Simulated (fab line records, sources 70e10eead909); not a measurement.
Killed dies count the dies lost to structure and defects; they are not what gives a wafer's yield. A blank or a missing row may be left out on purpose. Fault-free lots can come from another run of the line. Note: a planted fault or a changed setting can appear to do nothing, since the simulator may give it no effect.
fab line records | flow nand_harc | part 2 of 2: steps 26 to 40 of 40
record: lots: 5 | wafers: 15 | last_day: 34
route steps=1302 shown A_M1@1171 A_BONDPAD@1202
lots that met no fault: taken from a fault-free run of the same line
start_h: hours from the record's opening day to when the first of the lot's shown wafers began | wait_h: how many hours have passed since the lot's step before this one | " identical to the entry in the row above | L1.1+2: a single row standing in for several wafers | - no value, or no start was given | * or withheld: withheld | < > ~ a bound
route shown NAME@n: NAME is a module with steps in the file, n the number in the route of the first one | usual: average and standard deviation across the fault-free wafers | same: alike in all rows | chamber/n: place in a boat | sites: readings site by site | _std_site: standard deviation of those values | _edge_site: inner sites' mean taken away from outer sites' mean | radius_mm: for every site, how far away it sits from the centre of the wafer | mask NAME#n: copy n | behind: tool/chamber where the wafer was last shaped | hold: why the lot was held/for how many hours/how that ended | device: transistor that didn't switch, given as n, p or np | end of line: the same wafers' tests at the end of the route | a step given without rows: its recipe and nothing more | killed: dies lost to structure and defects at the first sort, not the wafer's yield | map: shows each die of a wafer: x if killed, . if not, _ if none is there
set.NAME: setting as actually run; set.NAME@STEP: the setting as run at that earlier step | model.NAME: the simulator's own value behind a step, which no gauge read
lots seen at some steps along the route; tables by step, rows by wafer
services: when a tool's chamber went out of use (start_h, in hours from the record's first day, below 0 if earlier), for how many hours, and the reason
== steps ==
step: NHARC_A_M1_THK_MEAS_24
recipe: thk_meas_gauge: xrf
usual: thk_nm: 154.5/1.4
lot.wafer | tool          | chamber | start_h | wait_h | thk_nm
L076.2    | film_metro-01 | -       | 550.23  | -      | 154.4
L076.5    | "             | -       | "       | "      | 155.5
L076.6    | "             | -       | "       | "      | 154.1
L081.3    | film_metro-01 | -       | 619.37  | -      | 153.7
L081.5    | "             | -       | "       | "      | 154.7
L081.6    | "             | -       | "       | "      | 152.9
L087.2    | film_metro-02 | -       | 671.93  | -      | 156.0
L087.4    | "             | -       | "       | "      | 154.0
L087.6    | "             | -       | "       | "      | 153.6
L093.2    | film_metro-01 | -       | 719.51  | -      | 156.5
L093.3    | "             | -       | "       | "      | 153.6
L093.5    | "             | -       | "       | "      | 156.3
L097.1    | film_metro-01 | -       | 768.62  | -      | 152.7
L097.3    | "             | -       | "       | "      | 156.3
L097.6    | "             | -       | "       | "      | 153.0
step: NHARC_A_M1_SRD_25
lot.wafer  | tool         | chamber | start_h | wait_h
L076.6+2+5 | wet_bench-10 | 0,1,3   | 550.28  | 0.0
L081.5+6+3 | wet_bench-08 | 6,0,1   | 619.42  | 0.0
L087.4+6+2 | wet_bench-10 | 1,3,5   | 671.97  | 0.0
L093.2+5+3 | wet_bench-10 | 2,3,5   | 719.56  | 0.0
L097.3+6+1 | wet_bench-08 | 1,4,5   | 768.67  | 0.0
step: NHARC_A_M1_INSPECT_27
usual: raw_defect_count: 528/130
lot.wafer | tool              | chamber | start_h | wait_h | raw_defect_count
L076.2    | defect_inspect-01 | -       | 550.39  | 0.0    | 714
L076.5    | "                 | -       | "       | "      | 642
L076.6    | "                 | -       | "       | "      | 568
L081.3    | defect_inspect-01 | -       | 619.55  | 0.0    | 536
L081.5    | "                 | -       | "       | "      | 449
L081.6    | "                 | -       | "       | "      | 403
L087.2    | defect_inspect-01 | -       | 672.08  | 0.0    | 426
L087.4    | "                 | -       | "       | "      | 395
L087.6    | "                 | -       | "       | "      | 370
L093.2    | defect_inspect-01 | -       | 719.67  | 0.0    | 674
L093.3    | "                 | -       | "       | "      | 516
L093.5    | "                 | -       | "       | "      | 695
L097.1    | defect_inspect-01 | -       | 768.78  | 0.0    | 822
L097.3    | "                 | -       | "       | "      | 788
L097.6    | "                 | -       | "       | "      | 628
step: NHARC_A_M1_PRE_CLEAN_32
recipe: time_s: 12 | temp_c: 370 | rf_power_w: 300 | gas: NH3
usual: heater_power_w: 607/62
lot.wafer | tool     | chamber | start_h | wait_h | heater_power_w
L076.2    | pecvd-04 | 2       | 550.48  | 0.1    | 663
L076.5    | "        | 0       | "       | "      | 494
L076.6    | "        | 2       | "       | "      | 650
L081.3    | pecvd-01 | 0       | 619.62  | 0.1    | 655
L081.5    | "        | 0       | "       | "      | 648
L081.6    | "        | 1       | "       | "      | 565
L087.2    | pecvd-01 | 1       | 672.15  | 0.1    | 584
L087.6    | "        | 2       | "       | "      | 623
L087.4    | "        | 0       | "       | "      | 675
L093.2    | pecvd-01 | 1       | 719.75  | 0.1    | 605
L093.3    | "        | 2       | "       | "      | 682
L093.5    | "        | 2       | "       | "      | 676
L097.3    | pecvd-02 | 0       | 768.85  | 0.1    | 584
L097.1    | "        | 1       | "       | "      | 715
L097.6    | "        | 2       | "       | "      | 614
step: NHARC_A_M1_DEP_33
recipe: target_thk_a: 300 | temp_c: 370 | target_thk_nm: 30 | pressure_torr: 3 | flow_sccm: 200 | rf_w: 450 | material: SiCN
usual: heater_power_w: 550/61
lot.wafer | tool     | chamber | start_h | wait_h | heater_power_w
L076.2    | pecvd-04 | 2       | 550.62  | 0.1    | 553
L076.5    | "        | 0       | "       | "      | 562
L076.6    | "        | 2       | "       | "      | 549
L081.3    | pecvd-01 | 0       | 619.70  | 0.1    | 580
L081.5    | "        | 0       | "       | "      | 592
L081.6    | "        | 1       | "       | "      | 529
L087.2    | pecvd-01 | 1       | 672.23  | 0.1    | 525
L087.6    | "        | 2       | "       | "      | 533
L087.4    | "        | 0       | "       | "      | 602
L093.2    | pecvd-01 | 1       | 719.86  | 0.1    | 543
L093.3    | "        | 2       | "       | "      | 624
L093.5    | "        | 2       | "       | "      | 645
L097.3    | pecvd-02 | 0       | 768.93  | 0.1    | 568
L097.1    | "        | 1       | "       | "      | 629
L097.6    | "        | 2       | "       | "      | 630
step: NHARC_A_BONDPAD_DEP_00
recipe: target_thk_a: 2500 | temp_c: 370 | target_thk_nm: 250 | pressure_torr: 3 | flow_sccm: 200 | rf_w: 450 | material: SiCN
usual: heater_power_w: 540/85
lot.wafer | tool     | chamber | start_h | wait_h | heater_power_w
L076.2    | pecvd-01 | 1       | 551.09  | -      | 450
L076.6    | "        | 1       | "       | "      | 462
L076.5    | "        | 0       | "       | "      | 536
L081.3    | pecvd-01 | 2       | -       | -      | 623
L081.5    | "        | 1       | "       | "      | 512
L081.6    | "        | 2       | "       | "      | 635
L087.2    | pecvd-03 | 2       | 672.83  | -      | 574
L087.4    | "        | 1       | "       | "      | 592
L087.6    | "        | 2       | "       | "      | 601
L093.2    | pecvd-04 | 1       | 720.41  | -      | 443
L093.3    | "        | 2       | "       | "      | 605
L093.5    | "        | 1       | "       | "      | 470
L097.3    | pecvd-03 | 0       | 769.48  | -      | 462
L097.1    | "        | 2       | "       | "      | 704
L097.6    | "        | 1       | "       | "      | 600
step: NHARC_A_BONDPAD_CMP_29
recipe: target_thk_nm: 200 | material: SiCN
usual: motor_current_A: 11.3/1.1
lot.wafer | tool   | chamber | start_h | wait_h | motor_current_A
L076.2    | cmp-01 | 3       | 551.55  | -      | 10.4
L076.5    | "      | 1       | "       | "      | 12.7
L076.6    | "      | 2       | "       | "      | 12.2
L081.3    | cmp-03 | 2       | 620.69  | -      | 11.6
L081.6    | "      | 1       | "       | "      | 9.6
L081.5    | "      | 2       | "       | "      | 10.4
L087.2    | cmp-03 | 1       | 673.21  | -      | 9.5
L087.4    | "      | 3       | "       | "      | 11.8
L087.6    | "      | 1       | "       | "      | 9.4
L093.3    | cmp-01 | 0       | 720.77  | -      | 9.9
L093.2    | "      | 1       | "       | "      | 12.4
L093.5    | "      | 0       | "       | "      | 9.8
L097.1    | cmp-01 | 3       | 769.93  | -      | 10.5
L097.3    | "      | 0       | "       | "      | 10.8
L097.6    | "      | 2       | "       | "      | 12.1
step: NHARC_A_BONDPAD_THK_MEAS_30
recipe: thk_meas_gauge: ellipsometry
usual: thk_nm: 200.0/1.6
lot.wafer | tool          | chamber | start_h | wait_h | thk_nm
L076.2    | film_metro-01 | -       | 551.75  | 0.2    | 201.8
L076.5    | "             | -       | "       | "      | 201.3
L076.6    | "             | -       | "       | "      | 201.9
L081.3    | film_metro-01 | -       | 620.91  | 0.2    | 199.4
L081.5    | "             | -       | "       | "      | 202.9
L081.6    | "             | -       | "       | "      | 198.8
L087.2    | film_metro-01 | -       | 673.44  | 0.2    | 199.9
L087.4    | "             | -       | "       | "      | 200.8
L087.6    | "             | -       | "       | "      | 201.6
L093.2    | film_metro-02 | -       | 721.02  | 0.2    | 200.5
L093.3    | "             | -       | "       | "      | 200.7
L093.5    | "             | -       | "       | "      | 201.1
L097.1    | film_metro-02 | -       | 770.13  | 0.2    | 198.7
L097.3    | "             | -       | "       | "      | 202.3
L097.6    | "             | -       | "       | "      | 200.0
step: NHARC_A_BONDPAD_SRD_31
lot.wafer  | tool         | chamber | start_h | wait_h
L076.6+2+5 | wet_bench-08 | 1,2,5   | 551.80  | 0.0
L081.6+3+5 | wet_bench-08 | 4,5,6   | 620.97  | 0.1
L087.6+4+2 | wet_bench-10 | 7,0,4   | 673.48  | 0.0
L093.2+3+5 | wet_bench-10 | 2,5,7   | 721.06  | 0.0
L097.6+3+1 | wet_bench-10 | 1,2,5   | 770.18  | 0.0
step: NHARC_A_BONDPAD_DEHYDRATE_01
recipe: temp_c: 150 | time_s: 120
lot.wafer  | tool           | chamber | start_h | wait_h
L076.2+5+6 | litho_track-03 | 0       | 551.91  | 0.1
L081.3+5+6 | litho_track-07 | 0       | 621.06  | 0.1
L087.2+4+6 | litho_track-07 | 0       | 673.56  | 0.1
L093.2+3+5 | litho_track-03 | 0       | 721.15  | 0.1
L097.1+3+6 | litho_track-02 | 0       | 770.26  | 0.1
step: NHARC_A_BONDPAD_HMDS_02
recipe: time_s: 30
lot.wafer  | tool           | chamber | start_h | wait_h
L076.2+5+6 | litho_track-03 | 0       | -       | -
L081.3+5+6 | litho_track-07 | 0       | -       | -
L087.2+4+6 | litho_track-07 | 0       | -       | -
L093.2+3+5 | litho_track-03 | 0       | -       | -
L097.1+3+6 | litho_track-02 | 0       | -       | -
step: NHARC_A_BONDPAD_COAT_33
recipe: temp_c: 200 | time_s: 65
lot.wafer  | tool           | chamber | start_h | wait_h
L076.2+5+6 | litho_track-03 | 0       | -       | -
L081.3+5+6 | litho_track-07 | 0       | -       | -
L087.2+4+6 | litho_track-07 | 0       | -       | -
L093.2+3+5 | litho_track-03 | 0       | -       | -
L097.1+3+6 | litho_track-02 | 0       | -       | -
step: NHARC_A_BONDPAD_COAT_03
recipe: spin_rpm: 2000 | resist_thk_nm: 600
lot.wafer  | tool           | chamber | start_h | wait_h
L076.2+5+6 | litho_track-03 | 0       | -       | -
L081.3+5+6 | litho_track-07 | 0       | -       | -
L087.2+4+6 | litho_track-07 | 0       | -       | -
L093.2+3+5 | litho_track-03 | 0       | -       | -
L097.1+3+6 | litho_track-02 | 0       | -       | -
step: NHARC_A_BONDPAD_SOFTBAKE_04
recipe: temp_c: 125 | time_s: 70
lot.wafer  | tool           | chamber | start_h | wait_h
L076.2+5+6 | litho_track-03 | 0       | -       | -
L081.3+5+6 | litho_track-07 | 0       | -       | -
L087.2+4+6 | litho_track-07 | 0       | -       | -
L093.2+3+5 | litho_track-03 | 0       | -       | -
L097.1+3+6 | litho_track-02 | 0       | -       | -
step: NHARC_A_BONDPAD_EBR_05
lot.wafer  | tool           | chamber | start_h | wait_h
L076.2+5+6 | litho_track-03 | 0       | -       | -
L081.3+5+6 | litho_track-07 | 0       | -       | -
L087.2+4+6 | litho_track-07 | 0       | -       | -
L093.2+3+5 | litho_track-03 | 0       | -       | -
L097.1+3+6 | litho_track-02 | 0       | -       | -
== services ==
tool           | chamber | start_h | hours | kind
litho_track-06 | -       | 529.00  | 7.0   | pm
rie_diel-02    | -       | 570.70  | 9.0   | pm
litho_track-02 | -       | 577.00  | 7.0   | pm
rie_diel-03    | 2       | 577.78  | 11.9  | repair
pvd_sputter-01 | -       | 578.44  | 7.2   | repair
pvd_sputter-01 | -       | 585.67  | 10.0  | pm
litho_track-07 | -       | 601.00  | 7.0   | pm
litho_track-03 | -       | 625.00  | 7.0   | pm
rie_diel-03    | -       | 635.30  | 9.0   | pm
pvd_sputter-02 | -       | 638.01  | 10.0  | pm
rie_diel-02    | 1       | 653.34  | 3.3   | repair
pecvd-01       | 0       | 653.65  | 6.4   | repair
wet_bench-10   | -       | 663.20  | 8.0   | pm
pvd_sputter-02 | -       | 673.42  | 1.4   | repair
pecvd-01       | -       | 673.45  | 13.0  | pm
rie_diel-02    | -       | 674.36  | 0.1   | repair
litho_track-01 | -       | 680.00  | 7.0   | pm
litho_track-06 | -       | 704.00  | 7.0   | pm
pvd_sputter-01 | -       | 712.57  | 1.7   | repair
pecvd-01       | -       | 713.92  | 0.9   | repair
pvd_sputter-01 | -       | 734.21  | 11.1  | repair
rie_diel-02    | -       | 747.77  | 9.0   | pm
pvd_sputter-01 | -       | 763.67  | 10.0  | pm
rie_diel-02    | 2       | 764.96  | 10.5  | repair
